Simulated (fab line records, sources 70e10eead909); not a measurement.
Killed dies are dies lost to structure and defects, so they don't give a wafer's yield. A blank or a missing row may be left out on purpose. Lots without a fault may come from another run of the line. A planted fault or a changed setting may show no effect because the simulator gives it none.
Which tool did it? | flow nand_harc | 24 lots, 72 wafers sampled, at 6 steps of a route of 1302

WHAT THE GAUGES READ, wafer by wafer
NHARC_A_M0_OVL_MEAS_10: pitch 160 nm.
lot  | measured     | on         | overlay_x_nm (nm) | overlay_y_nm (nm)
L074 | day 22 15:28 | overlay-01 | -0.4 0.0 -0.1     | 0.1 0.2 0.2
L075 | day 22 17:06 | overlay-01 | -0.9 -0.8 -1.1    | 0.1 -0.2 0.2
L076 | day 23 10:15 | overlay-02 | 0.1 -0.2 -0.3     | -0.7 0.0 -0.8
L078 | day 23 20:50 | overlay-01 | 0.0 -0.3 -0.1     | 0.3 0.0 0.0
L077 | day 23 21:06 | overlay-01 | -0.6 -0.2 -0.1    | -0.2 -1.1 -0.6
L080 | day 24 10:38 | overlay-01 | 0.3 0.5 0.4       | 0.2 -0.7 -0.1
L079 | day 24 12:19 | overlay-01 | 0.2 0.4 0.2       | 0.3 0.0 0.4
L081 | day 25 15:40 | overlay-01 | -0.3 -0.2 -0.5    | -0.3 0.6 0.2
L083 | day 26 04:36 | overlay-02 | 1.1 1.4 1.8       | -1.3 -1.1 -0.8
L082 | day 26 08:05 | overlay-02 | -0.4 -0.8 -1.1    | -1.4 -2.3 -1.9
L085 | day 26 19:05 | overlay-01 | -0.5 -0.3 -0.7    | 0.3 0.5 0.2
L084 | day 26 19:56 | overlay-02 | 0.3 0.1 -0.3      | 0.1 0.4 0.3
L086 | day 27 17:33 | overlay-02 | 0.6 0.4 0.3       | -0.1 0.3 -0.1
L087 | day 27 15:47 | overlay-02 | -0.5 -0.6 -0.7    | 0.7 0.5 0.6
L088 | day 28 06:04 | overlay-02 | 0.1 0.6 1.0       | 1.7 1.4 1.6
L089 | day 28 06:49 | overlay-01 | 0.0 0.6 0.3       | 0.2 0.8 0.7
L090 | day 29 21:14 | overlay-01 | -1.8 -2.2 -2.4    | -0.3 -0.5 -0.8
L091 | day 30 02:37 | overlay-01 | -1.0 -1.0 -1.0    | -0.7 -0.6 -0.2
L093 | day 30 08:43 | overlay-01 | 0.4 0.2 0.6       | 0.9 0.6 0.9
L092 | day 30 13:32 | overlay-01 | -0.2 -0.8 -0.7    | 0.3 -0.2 0.2
L094 | day 30 17:13 | overlay-01 | -2.1 -1.8 -0.8    | -0.5 -0.6 -0.9
L095 | day 31 11:29 | overlay-02 | -1.6 -1.4 -1.7    | -1.2 -1.0 -1.3
L096 | day 31 22:13 | overlay-02 | -0.9 -1.4 -1.6    | 0.1 -0.5 -0.4
L097 | day 32 03:40 | overlay-01 | -2.0 -1.5 -2.0    | -0.2 -0.5 -0.2

WHICH TOOL RAN EACH LOT (tool, then ch and the chambers of the sampled wafers, then the start)
lot  | NHARC_A_CONTACT_ETCH_124             | NHARC_A_CONTACT_DEP_85          | NHARC_A_BLC_DESCUM_15              | NHARC_A_BLC_DEGAS_30         | NHARC_A_BLC_ALD_23
L074 | har_cap_etch-02 ch 0,1, day 21 22:58 | pecvd-02 ch 0,2, day 22 04:23   | rie_diel-13 ch 1,2,3, day 22 11:40 | pvd_sputter-01, day 22 13:15 | ald_metal-02 ch 1,2,3, day 22 13:31
L075 | har_cap_etch-03 ch 0,1, day 21 23:30 | pecvd-01 ch 0,1, day 22 04:57   | rie_diel-09 ch 0,1,3, day 22 13:10 | pvd_sputter-03, day 22 14:44 | ald_metal-01 ch 1,2,3, day 22 14:58
L076 | har_cap_etch-01 ch 0,1, day 22 15:59 | pecvd-01 ch 1,2, day 22 22:49   | rie_diel-13 ch 0,1, day 23 06:10   | pvd_sputter-01, day 23 07:44 | ald_metal-03 ch 0,2,3, day 23 08:01
L078 | har_cap_etch-02 ch 0,1, day 23 03:36 | pecvd-02 ch 0,2, day 23 09:32   | rie_diel-09 ch 1,3, day 23 16:46   | pvd_sputter-03, day 23 18:32 | ald_metal-03 ch 2,3, day 23 18:45
L077 | har_cap_etch-03 ch 0,1, day 23 03:50 | pecvd-01 ch 1,2, day 23 09:37   | rie_diel-07 ch 1,2, day 23 17:17   | pvd_sputter-01, day 23 18:52 | ald_metal-01 ch 0,3, day 23 19:05
L080 | har_cap_etch-02 ch 0,1, day 23 17:57 | pecvd-04 ch 1,2, day 23 23:14   | rie_diel-13 ch 0,1,3, day 24 06:43 | pvd_sputter-01, day 24 08:15 | ald_metal-02 ch 1,2, day 24 08:30
L079 | har_cap_etch-03 ch 0,1, day 23 18:42 | pecvd-02 ch 0,1,2, day 24 00:02 | rie_diel-09 ch 0,1,3, day 24 07:28 | pvd_sputter-02, day 24 09:56 | ald_metal-01 ch 2,3, day 24 10:11
L081 | har_cap_etch-01 ch 0,1, day 24 22:21 | pecvd-04 ch 0,1,2, day 25 04:30 | rie_diel-07 ch 0,3, day 25 11:52   | pvd_sputter-02, day 25 13:26 | ald_metal-02 ch 1,2, day 25 13:41
L083 | har_cap_etch-02 ch 0,1, day 25 09:32 | pecvd-01 ch 0,1,2, day 25 17:27 | rie_diel-07 ch 1,2,3, day 26 00:40 | pvd_sputter-02, day 26 02:14 | ald_metal-03 ch 0,1, day 26 02:28
L082 | har_cap_etch-03 ch 0,1, day 25 15:17 | pecvd-01 ch 1,2, day 25 20:35   | rie_diel-07 ch 0,1,3, day 26 04:11 | pvd_sputter-02, day 26 05:44 | ald_metal-02 ch 0,1,2, day 26 06:01
L085 | har_cap_etch-02 ch 0,1, day 26 02:19 | pecvd-04 ch 1,2, day 26 07:36   | rie_diel-13 ch 0,2,3, day 26 15:02 | pvd_sputter-02, day 26 16:35 | ald_metal-01 ch 0,3, day 26 16:55
L084 | har_cap_etch-03 ch 0,1, day 26 03:21 | pecvd-02 ch 0,1, day 26 08:44   | rie_diel-13 ch 1,2,3, day 26 16:01 | pvd_sputter-03, day 26 17:34 | ald_metal-03 ch 1,2,3, day 26 17:49
L086 | har_cap_etch-03 ch 0,1, day 26 22:02 | pecvd-02 ch 0,1,2, day 27 06:20 | rie_diel-13 ch 1,2, day 27 13:35   | pvd_sputter-03, day 27 15:10 | ald_metal-02 ch 0,1,3, day 27 15:25
L087 | har_cap_etch-02 ch 0,1, day 26 22:31 | pecvd-04 ch 0,1, day 27 04:06   | rie_diel-13 ch 1,2,3, day 27 11:29 | pvd_sputter-02, day 27 13:02 | ald_metal-03 ch 0,1,2, day 27 13:17
L088 | har_cap_etch-03 ch 0,1, day 27 12:59 | pecvd-02 ch 1,2, day 27 18:29   | rie_diel-13 ch 1,3, day 28 01:31   | pvd_sputter-02, day 28 03:41 | ald_metal-01 ch 0,2, day 28 03:55
L089 | har_cap_etch-02 ch 0,1, day 27 14:05 | pecvd-02 ch 0,1,2, day 27 19:32 | rie_diel-13 ch 1,2, day 28 02:43   | pvd_sputter-01, day 28 04:19 | ald_metal-01 ch 0,2,3, day 28 04:34
L090 | har_cap_etch-02 ch 0,1, day 28 22:32 | pecvd-02 ch 0,2, day 29 09:45   | rie_diel-07 ch 0,1,3, day 29 17:18 | pvd_sputter-02, day 29 18:52 | ald_metal-03 ch 0,3, day 29 19:06
L091 | har_cap_etch-02 ch 0,1, day 29 09:43 | pecvd-01 ch 0,1,2, day 29 15:19 | rie_diel-07 ch 2,3, day 29 22:41   | pvd_sputter-02, day 30 00:15 | ald_metal-03 ch 0,1,2, day 30 00:31
L093 | har_cap_etch-01 ch 0,1, day 29 15:02 | pecvd-01 ch 0,2, day 29 21:21   | rie_diel-07 ch 0,1,2, day 30 04:28 | pvd_sputter-01, day 30 06:02 | ald_metal-01 ch 0,2,3, day 30 06:17
L092 | har_cap_etch-02 ch 0,1, day 29 20:04 | pecvd-04 ch 0,2, day 30 02:28   | rie_diel-13 ch 1,2,3, day 30 09:35 | pvd_sputter-03, day 30 11:11 | ald_metal-02 ch 1,3, day 30 11:25
L094 | har_cap_etch-03 ch 0,1, day 30 00:25 | pecvd-02 ch 1,2, day 30 05:59   | rie_diel-07 ch 2,3, day 30 13:17   | pvd_sputter-02, day 30 14:52 | ald_metal-03 ch 2,3, day 30 15:05
L095 | har_cap_etch-03 ch 0,1, day 30 17:49 | pecvd-01 ch 0,2, day 30 23:38   | rie_diel-07 ch 0,1,3, day 31 07:05 | pvd_sputter-01, day 31 08:39 | ald_metal-02 ch 0,1, day 31 08:53
L096 | har_cap_etch-01 ch 0,1, day 31 02:09 | pecvd-04 ch 0,2, day 31 11:01   | rie_diel-13 ch 0,3, day 31 18:07   | pvd_sputter-03, day 31 19:41 | ald_metal-01 ch 0,2,3, day 31 20:00
L097 | har_cap_etch-02 ch 0,1, day 31 11:16 | pecvd-02 ch 0,1,2, day 31 16:32 | rie_diel-13 ch 0,1,3, day 31 23:46 | pvd_sputter-03, day 32 01:19 | ald_metal-03 ch 0,1,2, day 32 01:37
- NHARC_A_CONTACT_ETCH_124: etches the open film in C4F8/O2/Ar, time 140 s, target depth 700 nm.
- NHARC_A_CONTACT_DEP_85: deposits SiON, target thk 60 nm.
- NHARC_A_BLC_DESCUM_15: chemistry O2, time 3 s.
- NHARC_A_BLC_DEGAS_30: time 60 s.
- NHARC_A_BLC_ALD_23: deposits TiN, target thk 3 nm, pulse time 1 s, ald cycles 150.

WHAT THE TOOLS THEMSELVES READ (means of the sampled wafers that have a number; where no wafer has one, the mark that the record gives instead)
NHARC_A_CONTACT_DEP_85.
lot  | tool     | heater_power_w (W)
L074 | pecvd-02 | 692
L075 | pecvd-01 | 800
L076 | pecvd-01 | 712
L078 | pecvd-02 | 686
L077 | pecvd-01 | 752
L080 | pecvd-04 | 674
L079 | pecvd-02 | 618
L081 | pecvd-04 | 663
L083 | pecvd-01 | 750
L082 | pecvd-01 | 704
L085 | pecvd-04 | 713
L084 | pecvd-02 | 676
L086 | pecvd-02 | 712
L087 | pecvd-04 | 678
L088 | pecvd-02 | 718
L089 | pecvd-02 | 672
L090 | pecvd-02 | 666
L091 | pecvd-01 | 788
L093 | pecvd-01 | 822
L092 | pecvd-04 | 613
L094 | pecvd-02 | 689
L095 | pecvd-01 | 829
L096 | pecvd-04 | 637
L097 | pecvd-02 | 701

NHARC_A_BLC_DESCUM_15.
lot  | tool        | drypump_motor_current_A (A) | oes_product_au (a.u.) | rf_vpp_V (V) | showerhead_plenum_p_Torr (Torr) | throttle_valve_pct (%)
L074 | rie_diel-13 | 5.4                         | 0.998                 | 56.9         | 1.87                            | 11.317
L075 | rie_diel-09 | 6.0                         | 0.995                 | 58.0         | 1.89                            | 11.308
L076 | rie_diel-13 | 5.3                         | 1.005                 | 57.8         | 1.93                            | 11.312
L078 | rie_diel-09 | 6.0                         | 1.001                 | 57.2         | 1.89                            | 11.309
L077 | rie_diel-07 | 6.1                         | 0.995                 | 56.7         | 1.84                            | 11.304
L080 | rie_diel-13 | 5.4                         | 1.005                 | 57.3         | 1.90                            | 11.308
L079 | rie_diel-09 | 6.0                         | 0.994                 | 57.9         | 1.88                            | 11.310
L081 | rie_diel-07 | 5.2                         | 1.014                 | 57.8         | 1.80                            | 11.308
L083 | rie_diel-07 | 5.7                         | 1.008                 | 58.0         | 1.83                            | 11.305
L082 | rie_diel-07 | 5.6                         | 1.012                 | 56.5         | 1.81                            | 11.298
L085 | rie_diel-13 | 5.7                         | 1.005                 | 57.6         | 1.84                            | 11.314
L084 | rie_diel-13 | 5.4                         | 1.004                 | 57.3         | 1.86                            | 11.311
L086 | rie_diel-13 | 5.3                         | 0.999                 | 58.6         | 1.87                            | 11.311
L087 | rie_diel-13 | 5.4                         | 1.010                 | 58.7         | 1.86                            | 11.304
L088 | rie_diel-13 | 5.2                         | 1.001                 | 57.2         | 1.92                            | 11.302
L089 | rie_diel-13 | 5.1                         | 1.007                 | 58.3         | 1.92                            | 11.314
L090 | rie_diel-07 | 5.6                         | 1.001                 | 56.8         | 1.80                            | 11.310
L091 | rie_diel-07 | 5.5                         | 0.996                 | 57.8         | 1.86                            | 11.311
L093 | rie_diel-07 | 5.8                         | 1.010                 | 57.6         | 1.84                            | 11.312
L092 | rie_diel-13 | 5.4                         | 0.993                 | 57.2         | 1.86                            | 11.314
L094 | rie_diel-07 | 5.2                         | 0.994                 | 56.7         | 1.82                            | 11.315
L095 | rie_diel-07 | 5.5                         | 1.003                 | 57.2         | 1.80                            | 11.304
L096 | rie_diel-13 | 5.7                         | 1.005                 | 57.8         | 1.86                            | 11.318
L097 | rie_diel-13 | 5.4                         | 1.001                 | 57.2         | 1.89                            | 11.308

NHARC_A_BLC_DEGAS_30.
lot  | tool           | heater_power_w (W)
L074 | pvd_sputter-01 | 440
L075 | pvd_sputter-03 | 462
L076 | pvd_sputter-01 | 450
L078 | pvd_sputter-03 | 447
L077 | pvd_sputter-01 | 436
L080 | pvd_sputter-01 | 457
L079 | pvd_sputter-02 | 514
L081 | pvd_sputter-02 | 480
L083 | pvd_sputter-02 | 488
L082 | pvd_sputter-02 | 503
L085 | pvd_sputter-02 | 488
L084 | pvd_sputter-03 | 437
L086 | pvd_sputter-03 | 450
L087 | pvd_sputter-02 | 499
L088 | pvd_sputter-02 | 497
L089 | pvd_sputter-01 | 421
L090 | pvd_sputter-02 | 530
L091 | pvd_sputter-02 | 481
L093 | pvd_sputter-01 | 444
L092 | pvd_sputter-03 | 452
L094 | pvd_sputter-02 | 516
L095 | pvd_sputter-01 | 439
L096 | pvd_sputter-03 | 480
L097 | pvd_sputter-03 | 429

NHARC_A_BLC_ALD_23.
lot  | tool         | heater_power_w (W) | precursor_pulse_height_rel
L074 | ald_metal-02 | 1151               | 0.978
L075 | ald_metal-01 | 1028               | 0.993
L076 | ald_metal-03 | 1140               | 1.007
L078 | ald_metal-03 | 1074               | 0.983
L077 | ald_metal-01 | 1151               | 0.997
L080 | ald_metal-02 | 1226               | 1.012
L079 | ald_metal-01 | 988                | 1.000
L081 | ald_metal-02 | 1142               | 1.000
L083 | ald_metal-03 | 1188               | 1.014
L082 | ald_metal-02 | 1076               | 0.996
L085 | ald_metal-01 | 1161               | 1.007
L084 | ald_metal-03 | 1132               | 0.996
L086 | ald_metal-02 | 1081               | 0.980
L087 | ald_metal-03 | 1167               | 0.989
L088 | ald_metal-01 | 975                | 0.993
L089 | ald_metal-01 | 1081               | 1.006
L090 | ald_metal-03 | 1178               | 0.998
L091 | ald_metal-03 | 1166               | 0.994
L093 | ald_metal-01 | 1083               | 1.005
L092 | ald_metal-02 | 1144               | 1.004
L094 | ald_metal-03 | 1105               | 0.993
L095 | ald_metal-02 | 1056               | 0.990
L096 | ald_metal-01 | 1097               | 1.004
L097 | ald_metal-03 | 1171               | 0.995

THE ANSWER, worked out from the rows above alone
Rule: what is usual is taken from the lots themselves. Put in order of their means at a reading, lots are off if they are a third of the lots or fewer, leave a main group of 4 or more, and stand apart from it by a gap of 3 or more times the standard deviation of the main group's means; of several such gaps the widest counts. A main group whose means are all the same, to the digits that the tables above print for the reading, isn't used. A lot without any number at a reading at which 4 lots or more have one is off too. The other lots that the step has rows for count as sound. The gauges are gone through in route order, then the tools' own readings, and for those a lot's mean is taken as printed above. The first step at which some lot is off is used, and at that step the reading that is off furthest; a lot without a number counts as furthest.
No lot is off at any reading shown: from this, nothing can be told.

WHAT THE SIMULATOR HAD PUT IN
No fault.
